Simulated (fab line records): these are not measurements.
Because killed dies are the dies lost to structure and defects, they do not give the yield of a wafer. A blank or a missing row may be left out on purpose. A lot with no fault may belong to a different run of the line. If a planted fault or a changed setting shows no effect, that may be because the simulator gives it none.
Chamber matching | flow n5_finfet | 4 sister chambers for N5_ZERO_LAYER_ETCH_18 on rie_si-06
The step etches Si in HBr/Cl2, target depth 120 nm, time 40 s. 8 wafers are shown with their chamber, then 12 later ones without.

## WAFERS, EACH WITH ITS CHAMBER
wafer  | chamber | throttle_valve_pct (%) | oes_product_au (a.u.)
L086.1 | 0       | 36.42                  | 1.010
L087.5 | 3       | 36.52                  | 0.991
L088.1 | 2       | 36.59                  | 0.988
L088.4 | 0       | 36.41                  | 1.008
L088.5 | 1       | 36.09                  | 1.038
L091.1 | 3       | 36.51                  | 0.990
L091.4 | 2       | 36.60                  | 0.998
L091.5 | 1       | 36.10                  | 1.037

## WAFERS WITHOUT THEIR CHAMBER
wafer  | throttle_valve_pct (%) | oes_product_au (a.u.)
L092.2 | 36.10                  | 1.036
L092.4 | 36.58                  | 0.989
L092.6 | 36.41                  | 1.017
L093.1 | 36.60                  | 0.994
L093.4 | 36.09                  | 1.028
L093.6 | 36.60                  | 0.997
L094.1 | 36.09                  | 1.036
L094.2 | 36.61                  | 0.989
L094.6 | 36.59                  | 0.989
L096.1 | 36.41                  | 1.008
L096.4 | 36.10                  | 1.034
L096.6 | 36.42                  | 1.009

## WHICH CHAMBER EACH WENT THROUGH
wafer  | from the rows above | in truth
L092.2 | 1                   | 1
L092.4 | 2                   | 2
L092.6 | 0                   | 0
L093.1 | 2                   | 2
L093.4 | 1                   | 1
L093.6 | 2                   | 2
L094.1 | 1                   | 1
L094.2 | 2                   | 2
L094.6 | 2                   | 2
L096.1 | 0                   | 0
L096.4 | 1                   | 1
L096.6 | 0                   | 0
Correctly placed: 12 of 12. From these rows, 0 cannot be placed. 0 placed wrongly.
How it was worked out, from the rows above alone: a wafer's distance from a chamber is the root of the sum, over the readings, of the square of ((its reading less the chamber's mean) divided by the reading's scatter). The wafer belongs to the nearest chamber; if the next one is less than 2 further off, it can't be placed. The mean given for a chamber averages the wafers shown for that chamber. The scatter is the square root of a quotient: the sum, over the shown wafers, of each reading's squared deviation from its chamber's mean, divided by wafers minus chambers.
